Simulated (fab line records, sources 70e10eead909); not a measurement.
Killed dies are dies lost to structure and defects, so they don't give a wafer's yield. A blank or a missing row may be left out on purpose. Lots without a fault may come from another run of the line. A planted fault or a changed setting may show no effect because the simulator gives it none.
A struck lot beside a sound one | flow nand_harc | 43 steps out of a route of 1159
Sound: wafers L357.1, L357.2, L357.6. Struck: wafer L364.1. (L364.3, L364.5 of the same lot were not struck and are left out.) The cause comes at the end.
At each step with rows: each side's tool, then ch and its chambers, then its first start. Under that, the readings that differ: sound wafers | struck wafers | difference of the means | sigmas: that difference in standard deviations of wafers without a fault.
alike: readings whose means differ by less than 2 such deviations, and words and numbers that are the same on both sides. not compared: withheld readings, readings that some wafer has no value for, bounds like >300 that may hide the same value, and numbers for which the record gives no deviation and whose values overlap.
The two part at a step that has a row with sigmas, a row that says differs or no value, or rows on one side only. Numbers that don't overlap but have no deviation are shown without sigmas and don't part them. A reading that every wafer of one side lacks parts them only if that side has two wafers or more.

NHARC_P_STI_OCD_MEAS_17:
  sound on ocd-02, day 2 11:53; struck on ocd-02, day 4 05:24
  alike: trench_depth_nm, trench_foot_cd_nm
then, 3 steps without rows for these wafers: NHARC_P_STI_STRIP_19 (strips in SPM, time 900 s); NHARC_P_STI_PRECLEAN_32 (cleans in SC1); NHARC_P_STI_SRD_23.
NHARC_P_STI_OCD_MEAS_43:
  sound on ocd-01, day 2 12:23; struck on ocd-01, day 4 05:55
  alike: trench_depth_nm, trench_foot_cd_nm
then, 3 steps without rows for these wafers: NHARC_P_STI_OXIDE_33 (material SiO2, target thk 10 nm, ox time 281 s); NHARC_P_STI_HDPCVD_20 (deposits SiO2); NHARC_P_STI_ANNEAL_34 (time 1800 s).
NHARC_P_STI_CMP_21: polishes, t overpolish 20 s, target thk 380.67 nm.
  sound on cmp-02 ch 0,3, day 3 10:32; struck on cmp-03 ch 3, day 5 02:46
  alike: motor_current_A, overpolish_run_s, slurry_filter_dp_kPa
then, 2 steps without rows for these wafers: NHARC_P_STI_SRD_35; NHARC_P_STI_ETCH_36 (etches SiO2 in dHF, target depth 38.8 nm).
NHARC_P_STI_STRIP_24: strips Si3N4 in H3PO4.
  sound on wet_bench-05 ch 0,1,4, day 3 10:53; struck on wet_bench-01 ch 1, day 5 03:04
  alike: temp_c
then, 4 steps without rows for these wafers: NHARC_P_STI_ETCH_37 (etches SiO2 in dHF, target depth 11 nm); NHARC_P_STI_PRECLEAN_38 (cleans in SC1); NHARC_P_STI_SRD_39; NHARC_P_STI_OXIDE_40 (material SiO2, target thk 10 nm, ox time 1362 s).
NHARC_P_STI_INSPECT_25:
  sound on defect_inspect-02, day 3 19:31; struck on defect_inspect-01, day 5 13:40
  reading          | sound       | struck | difference | sigmas
  raw_defect_count | 322 235 291 | 618    | +335       | +4
then, 12 steps without rows for these wafers: NHARC_P_GATE_ETCH_69 (etches SiO2 in dHF, target depth 14 nm); NHARC_P_GATE_PRECLEAN_70 (cleans in SC1); NHARC_P_GATE_SRD_01; NHARC_P_GATE_OXIDE_02 (material SiO2, target thk 37.5 nm, ox time 365 s); NHARC_P_GATE_DEHYDRATE_03 (time 120 s); NHARC_P_GATE_HMDS_04 (time 30 s); NHARC_P_GATE_COAT_05; NHARC_P_GATE_SOFTBAKE_06 (time 95 s); NHARC_P_GATE_EBR_07; NHARC_P_GATE_EXPOSE_08 (exposes mask P HV); NHARC_P_GATE_PEB_09 (peb time 85 s); NHARC_P_GATE_DEVELOP_10 (time 70 s).
NHARC_P_GATE_CD_MEAS_11: target cd 1640 nm.
  sound on cd_sem-02 ch 0, day 4 03:36; struck on cd_sem-03 ch 0, day 6 01:07
  reading    | sound                | struck | difference | sigmas
  cd_nm (nm) | 1640.6 1639.3 1640.0 | 1636.3 | -3.7       | -2
then, 1 step without rows for these wafers: NHARC_P_GATE_HARDBAKE_12 (time 80 s).
NHARC_P_GATE_DESCUM_13: chemistry O2, time 3 s.
  sound on rie_diel-08 ch 1,2, day 4 03:46; struck on rie_diel-04 ch 2, day 6 01:16
  reading      | sound          | struck | difference | sigmas
  rf_vpp_V (V) | 57.4 57.4 59.6 | 60.0   | +1.9       | +2
  alike: drypump_motor_current_A, oes_product_au, showerhead_plenum_p_Torr, throttle_valve_pct
  not compared: rf_hours_counter_h
then, 6 steps without rows for these wafers: NHARC_P_GATE_ETCH_14 (etches SiO2 in dHF, target depth 48.8 nm); NHARC_P_GATE_STRIP_15 (strips in SPM, time 780 s); NHARC_P_GATE_PRECLEAN_71 (cleans in SC1); NHARC_P_GATE_SRD_72; NHARC_P_GATE_OXIDE_16 (material SiO2, target thk 3 nm, ox time 392 s); NHARC_P_GATE_CVD_17 (deposits poly-Si, target thk 150 nm, time 900 s).
NHARC_P_GATE_HM_DEP_102: deposits aC, target thk 120 nm.
  sound on acl_dep-01 ch 0, day 4 17:59; struck on acl_dep-01 ch 0, day 6 13:35
  alike: throttle_valve_pct
NHARC_P_GATE_DEP_103: deposits SiON, target thk 30 nm.
  sound on pecvd-01 ch 0,1, day 4 18:40; struck on pecvd-01 ch 0, day 6 14:15
  alike: heater_power_w
then, 1 step without rows for these wafers: NHARC_P_GATE_DEHYDRATE_18 (time 120 s).
NHARC_P_GATE_INSPECT_28:
  sound on defect_inspect-02, day 4 19:23; struck on defect_inspect-01, day 6 14:56
  reading          | sound | struck | difference | sigmas
  raw_defect_count | 8 4 6 | 280    | +274       | +91
-- the record jumps here: 14 days lie between the struck wafers' starts before and after (it left off in module P_GATE and takes up again in module END, whose first step shown is number 1159 of the route) --
NHARC_END_SORT_01:
  the record has rows for the struck wafers here (prober-01 ch 0, day 20 19:13) and none for the sound ones

WHERE THEY PART
First at NHARC_P_STI_INSPECT_25; last, within this record, at NHARC_END_SORT_01.

WHY: what the simulator had put in
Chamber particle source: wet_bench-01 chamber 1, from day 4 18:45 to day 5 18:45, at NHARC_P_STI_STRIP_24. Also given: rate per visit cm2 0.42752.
